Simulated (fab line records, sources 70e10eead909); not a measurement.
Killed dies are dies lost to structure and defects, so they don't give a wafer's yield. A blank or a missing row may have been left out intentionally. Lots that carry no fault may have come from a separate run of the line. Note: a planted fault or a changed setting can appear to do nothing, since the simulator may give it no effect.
Matching of chambers -- flow nand_harc -- NHARC_P_BONDPAD_CMP_32 on cmp-02: 4 sister chambers
The step polishes SiCN, target thk 200 nm. 16 wafers are shown with their chamber, then 8 later ones without.

== WAFERS PAIRED WITH THEIR CHAMBERS ==
wafer,chamber,motor_current_A (A)
L595.1,0,12.8
L595.4,3,12.5
L595.5,1,13.1
L598.1,1,13.3
L598.5,3,12.3
L598.6,0,13.7
L599.1,0,12.9
L599.4,3,12.6
L599.6,2,11.0
L607.1,0,13.1
L607.2,1,13.4
L607.6,2,12.0
L606.2,2,11.1
L606.4,3,12.1
L606.6,0,12.9
L608.1,3,12.0

SIGNATURES (averages over the wafers above)
reading,chamber 0,chamber 1,chamber 2,chamber 3,scatter within a chamber
motor_current_A,13.080,13.267,11.367,12.300,0.347
Rule: a wafer's distance from a chamber is the root of the sum, over the readings, of the square of ((its reading less the chamber's mean) divided by the reading's scatter). If the next closest chamber is less than 2 further off than the closest, the wafer can't be placed; otherwise it belongs to the closest. The scatter: take each reading less its chamber's mean, square it, sum over the shown wafers, divide by the number of wafers less the number of chambers, and take the root.

== WAFERS WITHOUT THEIR CHAMBER ==
wafer,motor_current_A (A)
L608.2,11.9
L608.6,13.5
L611.1,13.1
L611.2,13.1
L611.6,12.3
L614.3,12.9
L614.4,14.0
L614.6,11.5

== WHICH CHAMBER EACH ONE RAN IN ==
wafer,from the rows above,in truth
L608.2,can't be placed: 3 or 2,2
L608.6,can't be placed: 1 or 0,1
L611.1,can't be placed: 0 or 1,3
L611.2,can't be placed: 0 or 1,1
L611.6,3,3
L614.3,can't be placed: 0 or 1 or 3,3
L614.4,can't be placed: 1 or 0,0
L614.6,can't be placed: 2 or 3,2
Placed correctly: 1 of 8. These rows do not allow placing 7 (true chamber among the candidates in 6). Placed wrongly: 0.
